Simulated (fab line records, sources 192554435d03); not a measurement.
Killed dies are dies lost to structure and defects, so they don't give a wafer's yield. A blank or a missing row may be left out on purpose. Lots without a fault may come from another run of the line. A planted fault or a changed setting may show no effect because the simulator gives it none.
fab line records | flow n5_finfet
record lots=7 wafers=21
route steps=1938 shown WELL_APT@36 FIN_SAQP@96 DUMMY_GATE@220
start_h: hours from the record's first day to the start of the lot's first wafer shown | wait_h: hours since the lot's step before | " the same as in the row above | L1.1+2: a row that stands for several wafers | - no value, or no start given | * or withheld: withheld | < > ~ a bound
route shown NAME@n: a module of which the file shows steps, and the number in the route of the first | usual: mean/standard deviation of fault-free wafers | same: alike in all rows | chamber/n: place in a boat | sites: the reading at each site | _std_site: their standard deviation | _edge_site: outer sites' mean less inner sites' | radius_mm: how far each site lies from the wafer's centre | mask NAME#n: copy n | behind: the tool/chamber that last shaped the wafer | hold: why the lot was held/for how many hours/how that ended | device: the transistor (n, p or np) that didn't switch | end of line: the same wafers' tests at the end of the route | a step without rows: its recipe alone | killed: dies lost to structure and defects at the first sort, not the wafer's yield | map: a wafer's dies, x killed, . not, _ none there
set.NAME: the setting as run; set.NAME@STEP: as run at that earlier step | model.NAME: the simulator's own value behind a step, which no gauge read
lots whose settings were changed on purpose; a table a step, a row a wafer
## steps
# step N5_WELL_APT_COAT_19
# recipe spin_rpm=1357 resist_thk_nm=950
# columns lot.wafer tool chamber start_h wait_h set.spin_rpm model.coat_of_WELL_APT_COAT_19.thk_nm
L075.3 litho_track-01 0 - - 1357 949.1
L075.5 " 0 " " 1247 992.4
L075.6 " 0 " " 1247 995.1
L085.1 litho_track-04 0 - - 1280 977.4
L085.5 " 0 " " 1357 947.7
L085.6 " 0 " " 1280 978.6
L088.2 litho_track-01 0 - - 1400 933.3
L088.4 " 0 " " 1400 936.1
L088.6 " 0 " " 1400 935.5
L089.1 litho_track-05 0 - - 1315 967.6
L089.4 " 0 " " 1315 964.7
L089.6 " 0 " " 1357 951.6
L093.1 litho_track-05 0 - - 1357 953
L093.3 " 0 " " 1357 956
L093.6 " 0 " " 1357 954.6
L095.2 litho_track-04 0 - - 1357 951.8
L095.5 " 0 " " 1357 950.3
L095.6 " 0 " " 1357 953.1
L096.2 litho_track-04 0 - - 1465 906.8
L096.3 " 0 " " 1357 942.6
L096.6 " 0 " " 1465 904.5
# step N5_WELL_APT_PEB_23
# recipe peb_temp_c=130 peb_time_s=90
# columns lot.wafer tool chamber start_h wait_h set.peb_time_s
L075.3 litho_track-05 0 21.28 0.0 74.93
L075.5+6 " 0 " " 90
L085.1 litho_track-04 0 80.96 0.1 101.1
L085.5+6 " 0 " " 90
L088.2 litho_track-05 0 98.83 0.0 79.03
L088.4+6 " 0 " " 90
L089.1+4 litho_track-01 0 104.78 0.1 103.8
L089.6 " 0 " " 90
L093.1+3+6 litho_track-01 0 128.89 0.1 90
L095.2+5+6 litho_track-04 0 141.06 0.0 90
L096.2+3 litho_track-04 0 146.70 0.0 76.97
L096.6 " 0 " " 90
# step N5_WELL_APT_DEVELOP_24
# recipe develop_time_s=45 rinse_liquid=surfactant_rinse dry=air_spin dev_temp_c=21
# step N5_WELL_APT_HARDBAKE_29
# recipe temp_c=130 time_s=120
# step N5_WELL_APT_CD_MEAS_25
# recipe target_cd_nm=200 landing_energy_ev=500 detector=se_inlens
# usual cd_nm=200.7/1.4
# columns lot.wafer tool chamber start_h wait_h set.peb_time_s@WELL_APT_PEB_23 cd_nm
L075.3 cd_sem-02 0 21.40 - 74.93 192.4
L075.5 " 0 " " 90 199.8
L075.6 " 0 " " 90 200.3
L085.1 cd_sem-01 0 81.07 - 101.1 205.1
L085.5 " 0 " " 90 201.3
L085.6 " 0 " " 90 199.2
L088.2 cd_sem-02 0 98.95 - 79.03 195.6
L088.4 " 0 " " 90 203.6
L088.6 " 0 " " 90 202.9
L089.1 cd_sem-02 0 104.89 - 103.8 206.1
L089.4 " 0 " " 103.8 209.0
L089.6 " 0 " " 90 201.0
L093.1 cd_sem-01 0 129.00 - 90 198.0
L093.3 " 0 " " 90 198.4
L093.6 " 0 " " 90 200.0
L095.2 cd_sem-02 0 141.17 - 90 199.5
L095.5 " 0 " " 90 199.2
L095.6 " 0 " " 90 201.2
L096.2 cd_sem-03 0 146.82 - 76.97 194.3
L096.3 " 0 " " 76.97 194.4
L096.6 " 0 " " 90 204.3
# step N5_WELL_APT_DESCUM_30
# recipe chemistry=O2 time_s=7.9 source_power_w=50 bias_power_w=20 pressure_mtorr=20 rf_frequency_hz=2.712e+07 temp_c=40 o2_flow_sccm=225
# columns lot.wafer tool chamber start_h wait_h set.peb_time_s@WELL_APT_PEB_23 model.WELL_APT.cd_nm
L075.3 rie_diel-04 2 21.50 0.1 74.93 192.3
L075.5 " 1 " " 90 199.9
L075.6 " 2 " " 90 200.5
L085.1 rie_diel-01 1 81.16 0.0 101.1 204.9
L085.5 " 0 " " 90 201.2
L085.6 " 1 " " 90 198.9
L088.2 rie_diel-05 0 99.16 0.2 79.03 195.5
L088.4 " 0 " " 90 203.7
L088.6 " 2 " " 90 202.7
L089.1 rie_diel-01 2 104.98 0.0 103.8 205.5
L089.4 " 1 " " 103.8 208.9
L089.6 " 3 " " 90 201.3
L093.1 rie_diel-04 0 129.10 0.0 90 198.1
L093.3 " 3 " " 90 198.6
L093.6 " 0 " " 90 199.9
L095.2 rie_diel-05 2 141.56 0.3 90 199.1
L095.5 " 0 " " 90 199.2
L095.6 " 3 " " 90 200.9
L096.2 rie_diel-04 1 146.91 0.0 76.97 194.2
L096.3 " 2 " " 76.97 194.3
L096.6 " 1 " " 90 204.2
# step N5_FIN_SAQP_HM_DEP_03
# recipe material=SiNx target_thk_a=380 temp_c=400 precursor=SiH4/NH3/N2 pressure_torr=1.5 rf_w=300 time_s=33.6
# columns lot.wafer tool chamber start_h wait_h set.time_s model.SiNx_of_FIN_SAQP_HM_DEP_03.thk_nm
L075.3 pecvd-04 0 27.47 0.2 33.6 37.95
L075.5 " 0 " " 33.6 37.86
L075.6 " 1 " " 33.6 37.84
L085.1 pecvd-01 1 88.14 0.2 33.6 37.85
L085.5 " 1 " " 33.6 37.99
L085.6 " 2 " " 31.11 35.22
L088.2 pecvd-03 1 105.76 0.2 33.6 37.53
L088.4 " 2 " " 33.6 38.42
L088.6 " 0 " " 33.6 38.49
L089.1 pecvd-03 0 112.26 0.2 36.78 41.8
L089.4 " 1 " " 36.78 42.48
L089.6 " 0 " " 33.6 38.44
L093.1 pecvd-01 2 135.15 0.2 33.6 37.79
L093.3 " 0 " " 33.6 37.72
L093.6 " 1 " " 33.6 38.12
L095.2 pecvd-01 2 148.13 0.2 33.6 37.74
L095.5 " 2 " " 33.6 38.07
L095.6 " 0 " " 33.6 38.55
L096.2 pecvd-03 0 153.43 0.2 33.6 37.91
L096.3 " 1 " " 33.6 37.89
L096.6 " 2 " " 33.6 38.5
# step N5_FIN_SAQP_THK_MEAS_05
# usual thk_nm=38.0/0.54
# columns lot.wafer tool chamber start_h wait_h set.time_s@FIN_SAQP_HM_DEP_03 thk_nm
L075.3 film_metro-02 - 27.56 0.1 33.6 38.0
L075.5 " - " " 33.6 37.9
L075.6 " - " " 33.6 37.8
L085.1 film_metro-01 - 88.22 0.1 33.6 37.8
L085.5 " - " " 33.6 38.0
L085.6 " - " " 31.11 35.3
L088.2 film_metro-01 - 105.85 0.1 33.6 37.5
L088.4 " - " " 33.6 38.4
L088.6 " - " " 33.6 38.5
L089.1 film_metro-01 - 112.34 0.1 36.78 41.8
L089.4 " - " " 36.78 42.5
L089.6 " - " " 33.6 38.4
L093.1 film_metro-02 - 135.23 0.1 33.6 37.8
L093.3 " - " " 33.6 37.7
L093.6 " - " " 33.6 38.1
L095.2 film_metro-01 - 148.22 0.1 33.6 37.7
L095.5 " - " " 33.6 38.1
L095.6 " - " " 33.6 38.6
L096.2 film_metro-02 - 153.52 0.1 33.6 37.9
L096.3 " - " " 33.6 37.8
L096.6 " - " " 33.6 38.5
# step N5_FIN_SAQP_PECVD_06
# recipe material=a-Si target_thk_a=600 temp_c=400 precursor=SiH4/He pressure_torr=3 rf_w=100 time_s=48.1
# columns lot.wafer tool chamber start_h wait_h set.time_s model.a-Si_of_FIN_SAQP_PECVD_06.thk_nm
L075.3 pecvd-01 0 27.68 0.0 48.1 59.63
L075.5 " 0 " " 48.1 60.81
L075.6 " 2 " " 41.3 51.02
L085.1 pecvd-01 1 88.34 0.0 48.1 58.88
L085.5 " 0 " " 48.1 60.1
L085.6 " 1 " " 48.1 60.63
L088.2 pecvd-01 2 105.97 0.0 54.58 66.9
L088.4 " 2 " " 48.1 59.89
L088.6 " 1 " " 54.58 67.65
L089.1 pecvd-03 2 112.46 0.0 48.1 59.13
L089.4 " 0 " " 48.1 60.94
L089.6 " 1 " " 48.1 61.2
L093.1 pecvd-03 0 135.35 0.0 48.1 59.18
L093.3 " 1 " " 42.63 52.12
L093.6 " 1 " " 48.1 60.39
L095.2 pecvd-03 0 148.34 0.0 48.1 60.08
L095.5 " 2 " " 48.1 60.17
L095.6 " 0 " " 48.1 60.57
L096.2 pecvd-03 0 153.64 0.0 48.1 59.58
L096.3 " 2 " " 45.56 56.86
L096.6 " 1 " " 45.56 57.76
# step N5_FIN_SAQP_THK_MEAS_07
# usual thk_nm=59.9/0.7
# columns lot.wafer tool chamber start_h wait_h set.time_s@FIN_SAQP_PECVD_06 thk_nm
L075.3 film_metro-02 - 27.77 0.1 48.1 59.6
L075.5 " - " " 48.1 60.8
L075.6 " - " " 41.3 51.0
L085.1 film_metro-02 - 88.43 0.1 48.1 58.9
L085.5 " - " " 48.1 60.2
L085.6 " - " " 48.1 60.7
L088.2 film_metro-01 - 106.05 0.1 54.58 66.9
L088.4 " - " " 48.1 59.9
L088.6 " - " " 54.58 67.6
L089.1 film_metro-01 - 112.55 0.1 48.1 59.1
L089.4 " - " " 48.1 60.9
L089.6 " - " " 48.1 61.2
L093.1 film_metro-01 - 135.44 0.1 48.1 59.2
L093.3 " - " " 42.63 52.1
L093.6 " - " " 48.1 60.4
L095.2 film_metro-01 - 148.43 0.1 48.1 60.1
L095.5 " - " " 48.1 60.2
L095.6 " - " " 48.1 60.6
L096.2 film_metro-02 - 153.73 0.1 48.1 59.6
L096.3 " - " " 45.56 56.9
L096.6 " - " " 45.56 57.7
# step N5_FIN_SAQP_COAT_49
# recipe resist=SOC temp_c=250 time_s=60 spin_rpm=1500 resist_thk_nm=100
# columns lot.wafer tool chamber start_h wait_h set.spin_rpm model.SOC_of_FIN_SAQP_COAT_49.thk_nm
L075.3 litho_track-02 0 27.90 0.1 1431 102
L075.5 " 0 " " 1500 99.58
L075.6 " 0 " " 1431 102.2
L085.1 litho_track-05 0 88.54 0.1 1645 95.8
L085.5 " 0 " " 1500 100.4
L085.6 " 0 " " 1645 95.93
L088.2 litho_track-01 0 106.19 0.1 1500 99.64
L088.4 " 0 " " 1500 99.39
L088.6 " 0 " " 1345 105
L089.1 litho_track-05 0 112.66 0.1 1596 97.02
L089.4+6 " 0 " " 1500 100.2
L093.1 litho_track-02 0 135.55 0.1 1342 105.7
L093.3 " 0 " " 1500 100.4
L093.6 " 0 " " 1500 100.2
L095.2 litho_track-05 0 148.54 0.1 1500 99.83
L095.5 " 0 " " 1500 99.74
L095.6 " 0 " " 1500 99.81
L096.2 litho_track-05 0 153.84 0.1 1351 105.9
L096.3 " 0 " " 1500 100.5
L096.6 " 0 " " 1500 100.2
# step N5_FIN_SAQP_DEVELOP_15
# recipe develop_time_s=30 developer=TMAH resist=CAR-ArF dev_temp_c=23 rinse_liquid=diw dry=air_spin
# columns lot.wafer tool chamber start_h wait_h set.develop_time_s
L075.3+5+6 litho_track-01 0 - - 30
L085.1+5 litho_track-01 0 - - 30
L085.6 " 0 " " 33.3
L088.2+4+6 litho_track-01 0 - - 30
L089.1+6 litho_track-01 0 - - 25.55
L089.4 " 0 " " 30
L093.1+6 litho_track-01 0 - - 24.38
L093.3 " 0 " " 30
L095.2+5+6 litho_track-02 0 - - 30
L096.2+3 litho_track-05 0 - - 36.16
L096.6 " 0 " " 30
# step N5_FIN_SAQP_DESCUM_21
# recipe chemistry=O2 time_s=7.9 source_power_w=50 bias_power_w=20 pressure_mtorr=20 rf_frequency_hz=2.712e+07 temp_c=40 resist=CAR-ArF o2_flow_sccm=225
# step N5_FIN_SAQP_ETCH_51
# recipe chemistry=CF4 target=SiARC target_depth_a=455 mask_material=CAR-ArF time_s=75.8 ion_energy_ev=80 pressure_mtorr=40 source_w=545 bias_w=36 Ar_flow_sccm=100 cf4_flow_sccm=100 ends=cleared
# step N5_FIN_SAQP_ETCH_52
# recipe chemistry=N2/H2 target=SOC target_depth_a=1000 overetch_a=200 mask_material=SiARC temp_c=40 time_s=150 ion_energy_ev=200 pressure_mtorr=30 source_w=840 bias_w=150 n2_flow_sccm=200 h2_flow_sccm=200 ends=end_point
# columns lot.wafer tool chamber start_h wait_h set.spin_rpm@FIN_SAQP_COAT_49 model.etch.depth_nm
L075.3 rie_diel-05 1 28.46 0.0 1431 102
L075.5 " 2 " " 1500 99.58
L075.6 " 3 " " 1431 102.2
L085.1 rie_diel-01 1 89.10 0.0 1645 95.8
L085.5 " 2 " " 1500 100.4
L085.6 " 1 " " 1645 95.93
L088.2 rie_diel-05 3 106.75 0.0 1500 99.64
L088.4 " 1 " " 1500 99.39
L088.6 " 0 " " 1345 105
L089.1 rie_diel-01 1 113.43 0.0 1596 97.02
L089.4+6 " 3,0 " " 1500 100.2
L093.1 rie_diel-01 3 136.07 0.0 1342 105.7
L093.3 " 0 " " 1500 100.4
L093.6 " 3 " " 1500 100.2
L095.2 rie_diel-01 0 149.10 0.0 1500 99.83
L095.5 " 1 " " 1500 99.74
L095.6 " 2 " " 1500 99.81
L096.2 rie_diel-04 3 154.52 0.0 1351 105.9
L096.3 " 2 " " 1500 100.5
L096.6 " 2 " " 1500 100.2
# step N5_FIN_SAQP_STRIP_53
# recipe chemistry=N2/H2 temp_c=40 n2_flow_sccm=200 h2_flow_sccm=200 rf_frequency_hz=6e+07
# step N5_FIN_SAQP_HM_OPEN_73
# recipe chemistry=CHF3/O2 target=SiO2 stop_on=a-Si target_depth_a=120 over_etch_frac=1.8 mask_material=SOC time_s=16.8 pressure_mtorr=30 source_w=650 bias_w=170 Ar_flow_sccm=200 CHF3_flow_sccm=50 O2_flow_sccm=5 ion_energy_ev=200 ends=end_point
# step N5_FIN_SAQP_STRIP_74
# recipe chemistry=CHF3/O2 resist=SiARC rf_frequency_hz=6e+07
# step N5_FIN_SAQP_MANDREL_ETCH_22
# recipe target_depth_a=600 chemistry=HBr/Cl2 target=a-Si stop_on=SiNx bt_time_s=10 over_etch_frac=0.5 time_s=30 pressure_mtorr=10 icp_w=800 bias_w=75 HBr_flow_sccm=150 Cl2_flow_sccm=80 ends=end_point
# usual oes_product_au=0.765/0.013
# columns lot.wafer tool chamber start_h wait_h set.time_s@FIN_SAQP_PECVD_06 set.spin_rpm@FIN_SAQP_COAT_49 oes_product_au model.SOC_of_FIN_SAQP_COAT_49.thk_nm model.etch.depth_nm
L075.3 rie_si-01 3 28.65 0.0 48.1 1431 0.770 78.26 59.63
L075.5 " 2 " " 48.1 1500 0.784 75.91 60.79
L075.6 " 1 " " 41.3 1431 0.683 78.17 51.02
L085.1 rie_si-01 2 89.29 0.0 48.1 1645 0.773 72.13 58.88
L085.5 " 0 " " 48.1 1500 0.759 76.34 60.1
L085.6 " 1 " " 48.1 1645 0.765 71.79 60.63
L088.2 rie_si-05 2 106.94 0.0 54.58 1500 0.827 75.77 66.9
L088.4 " 1 " " 48.1 1500 0.788 75.95 59.89
L088.6 " 3 " " 54.58 1345 0.818 81.23 67.62
L089.1 rie_si-01 1 113.62 0.0 48.1 1596 0.749 72.97 59.13
L089.4 " 3 " " 48.1 1500 0.772 76.44 60.94
L089.6 " 0 " " 48.1 1500 0.768 76.37 61.2
L093.1 rie_si-05 1 136.26 0.0 48.1 1342 0.785 82.22 59.18
L093.3 " 3 " " 42.63 1500 0.694 76.38 52.12
L093.6 " 2 " " 48.1 1500 0.774 76.13 60.39
L095.2 rie_si-01 1 149.29 0.0 48.1 1500 0.754 75.72 60.08
L095.5 " 1 " " 48.1 1500 0.758 75.5 60.17
L095.6 " 3 " " 48.1 1500 0.778 75.72 60.57
L096.2 rie_si-01 0 154.71 0.0 48.1 1351 0.753 82.27 59.58
L096.3 " 1 " " 45.56 1500 0.733 76.7 56.86
L096.6 " 0 " " 45.56 1500 0.739 76.5 57.76
# step N5_FIN_SAQP_STRIP_55
# recipe chemistry=N2/H2 power_w=500 temp_c=40 pressure_mtorr=50 rf_frequency_hz=6e+07 overash_fraction=0.3 bias_power_w=28 h2_frac=0.5 n2_flow_sccm=300 h2_flow_sccm=300
# step N5_FIN_SAQP_STRIP_23
# recipe chemistry=SPM time_s=750 temp_c=130 h2so4_h2o2_vol_ratio=4
# step N5_FIN_SAQP_MANDREL2_REMOVE_60
# recipe chemistry=HBr/Cl2/O2 bt_time_s=10 target=a-Si stop_on=SiNx endpoint=OES-SiCl over_etch_frac=1 icp_w=600 bias_w=22 HBr_flow_sccm=150 Cl2_flow_sccm=80 O2_flow_sccm=5 pressure_mtorr=10
# step N5_FIN_SAQP_HM_OPEN_33
# recipe chemistry=CH3F/O2 target=SiNx mask_material=SiO2 target_depth_a=494 time_s=70.6 pressure_mtorr=30 source_w=395 bias_w=73 Ar_flow_sccm=150 CH3F_flow_sccm=30 O2_flow_sccm=20 ion_energy_ev=120 ends=cleared
# usual etch_rf_on_time_s=69.2/1.2
# columns lot.wafer tool chamber start_h wait_h set.time_s@FIN_SAQP_HM_DEP_03 etch_rf_on_time_s model.etch.depth_nm
L075.3 rie_diel-05 1 32.07 0.0 33.6 69.5 37.25
L075.5 " 0 " " 33.6 68.2 37.21
L075.6 " 1 " " 33.6 68.9 37.21
L085.1 rie_diel-01 1 93.78 0.0 33.6 68.4 37.22
L085.5 " 2 " " 33.6 68.9 37.28
L085.6 " 1 " " 31.11 64.2 34.59
L088.2 rie_diel-01 1 110.49 0.0 33.6 68.1 36.89
L088.4 " 2 " " 33.6 70.6 37.72
L088.6 " 0 " " 33.6 69.1 37.8
L089.1 rie_diel-01 2 117.25 0.1 36.78 77.8 41.17
L089.4 " 3 " " 36.78 77.5 41.84
L089.6 " 2 " " 33.6 71.5 37.81
L093.1 rie_diel-05 0 139.98 0.2 33.6 69.1 37.16
L093.3 " 3 " " 33.6 70.4 37.09
L093.6 " 1 " " 33.6 70.2 37.42
L095.2 rie_diel-01 3 152.76 0.0 33.6 68.9 37.11
L095.5 " 0 " " 33.6 68.9 37.38
L095.6 " 3 " " 33.6 69.9 37.93
L096.2 rie_diel-04 3 158.35 0.0 33.6 69.7 37.27
L096.3 " 1 " " 33.6 68.2 37.27
L096.6 " 2 " " 33.6 71.4 37.87
# step N5_FIN_SAQP_ETCH_34
# recipe chemistry=C4F6/O2 target=SiO2 target_depth_a=450 time_s=15 ion_energy_ev=250 pressure_mtorr=30 source_w=345 bias_w=185 Ar_flow_sccm=300 C4F6_flow_sccm=10 O2_flow_sccm=10 ends=cleared
# step N5_FIN_SAQP_STRIP_77
# recipe chemistry=N2/H2 time_s=90 power_w=100 temp_c=40 pressure_mtorr=100 rf_frequency_hz=6e+07 bias_power_w=3 n2_flow_sccm=300 h2_flow_sccm=300
# step N5_FIN_SAQP_ETCH_64
# recipe chemistry=CF4 target=SiO2 target_depth_a=15 ion_energy_ev=350 pressure_mtorr=10 icp_w=800 bias_w=400 cf4_flow_sccm=80
# step N5_FIN_SAQP_FIN_ETCH_36
# recipe chemistry=HBr/Cl2/O2 target_depth_a=1200 mask_material=SiNx time_s=50.4 bias_w=102 pressure_mtorr=10 icp_w=800 HBr_flow_sccm=150 Cl2_flow_sccm=80 O2_flow_sccm=12
# columns lot.wafer tool chamber start_h wait_h set.time_s@FIN_SAQP_HM_DEP_03 model.SiNx_of_FIN_SAQP_HM_DEP_03.thk_nm
L075.3+5 rie_si-06 3 32.35 0.0 33.6 20.8
L075.6 " 0 " " 33.6 21
L085.1 rie_si-01 0 94.07 0.0 33.6 21
L085.5 " 1 " " 33.6 20.8
L085.6 " 0 " " 31.11 18.2
L088.2 rie_si-05 0 110.78 0.0 33.6 20.4
L088.4 " 1 " " 33.6 21.8
L088.6 " 2 " " 33.6 21.4
L089.1 rie_si-01 2 117.54 0.0 36.78 25.2
L089.4 " 0 " " 36.78 25.6
L089.6 " 3 " " 33.6 21.6
L093.1+3 rie_si-05 0,2 140.27 0.0 33.6 20.8
L093.6 " 1 " " 33.6 21.6
L095.2 rie_si-06 2 153.05 0.0 33.6 20.8
L095.5 " 0 " " 33.6 21.2
L095.6 " 3 " " 33.6 21.6
L096.2 rie_si-05 0 158.63 0.0 33.6 21
L096.3 " 1 " " 33.6 21.4
L096.6 " 2 " " 33.6 21.6
# step N5_DUMMY_GATE_HM_DEP_06
# recipe material=SiNx target_thk_a=800 precursor=DCS/NH3 temp_c=700 pressure_mtorr=300 time_s=5141
# columns lot.wafer tool chamber start_h wait_h set.time_s model.SiNx_of_DUMMY_GATE_HM_DEP_06.thk_nm
L075.3 - - - 0.0 5141 80.2
L075.5 " - " " 5141 79.2
L075.6 " - " " 5141 79.4
L085.1 - - - 0.0 4437 69.8
L085.5 " - " " 4437 69.2
L085.6 " - " " 4437 69
L088.2+4 - - - 0.0 4617 71.8
L088.6 " - " " 4617 72
L089.1+4+6 - - - 0.0 4496 68.4
L093.1 - - - 0.0 5141 79.6
L093.3 " - " " 5141 79.4
L093.6 " - " " 5141 80.4
L095.2 lpcvd-02 0/20 169.87 0.0 5141 79
L095.5 " 0/34 " " 5141 79.2
L095.6 " 0/39 " " 5141 80.4
L096.2+3 - - - 0.0 4850 75.4
L096.6 " - " " 4850 74.8
## key
split step=N5_WELL_APT_COAT_19 setting=spin_rpm stated=1357 by=wafer
response step=N5_WELL_APT_COAT_19 reading=model.coat_of_WELL_APT_COAT_19.thk_nm change=-5.11 per=1% r=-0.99
split step=N5_WELL_APT_PEB_23 setting=peb_time_s stated=90 by=wafer
response step=N5_WELL_APT_CD_MEAS_25 reading=cd_nm change=+0.512 per=1% r=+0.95
response step=N5_WELL_APT_DESCUM_30 reading=model.WELL_APT.cd_nm change=+0.507 per=1% r=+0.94
split step=N5_FIN_SAQP_HM_DEP_03 setting=time_s stated=33.6 by=wafer
response step=N5_FIN_SAQP_HM_DEP_03 reading=model.SiNx_of_FIN_SAQP_HM_DEP_03.thk_nm change=+0.381 per=1% r=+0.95
response step=N5_FIN_SAQP_THK_MEAS_05 reading=thk_nm change=* per=1% r=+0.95
response step=N5_FIN_SAQP_HM_OPEN_33 reading=etch_rf_on_time_s change=* per=1% r=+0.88
response step=N5_FIN_SAQP_HM_OPEN_33 reading=model.etch.depth_nm change=+0.379 per=1% r=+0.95
response step=N5_FIN_SAQP_FIN_ETCH_36 reading=model.SiNx_of_FIN_SAQP_HM_DEP_03.thk_nm change=+0.387 per=1% r=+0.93
split step=N5_FIN_SAQP_PECVD_06 setting=time_s stated=48.1 by=wafer
response step=N5_FIN_SAQP_PECVD_06 reading=model.a-Si_of_FIN_SAQP_PECVD_06.thk_nm change=+0.611 per=1% r=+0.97
response step=N5_FIN_SAQP_THK_MEAS_07 reading=thk_nm change=* per=1% r=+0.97
response step=N5_FIN_SAQP_MANDREL_ETCH_22 reading=oes_product_au change=+0.0053 per=1% r=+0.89
response step=N5_FIN_SAQP_MANDREL_ETCH_22 reading=model.etch.depth_nm change=+0.61 per=1% r=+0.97
split step=N5_FIN_SAQP_COAT_49 setting=spin_rpm stated=1500 by=wafer
response step=N5_FIN_SAQP_COAT_49 reading=model.SOC_of_FIN_SAQP_COAT_49.thk_nm change=-0.518 per=1% r=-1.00
response step=N5_FIN_SAQP_ETCH_52 reading=model.etch.depth_nm change=-0.518 per=1% r=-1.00
response step=N5_FIN_SAQP_MANDREL_ETCH_22 reading=model.SOC_of_FIN_SAQP_COAT_49.thk_nm change=-0.529 per=1% r=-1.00
split step=N5_FIN_SAQP_DEVELOP_15 setting=develop_time_s stated=30 by=wafer
response none clear
split step=N5_DUMMY_GATE_HM_DEP_06 setting=time_s stated=5141 by=lot
response step=N5_DUMMY_GATE_HM_DEP_06 reading=model.SiNx_of_DUMMY_GATE_HM_DEP_06.thk_nm change=+0.806 per=1% r=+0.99
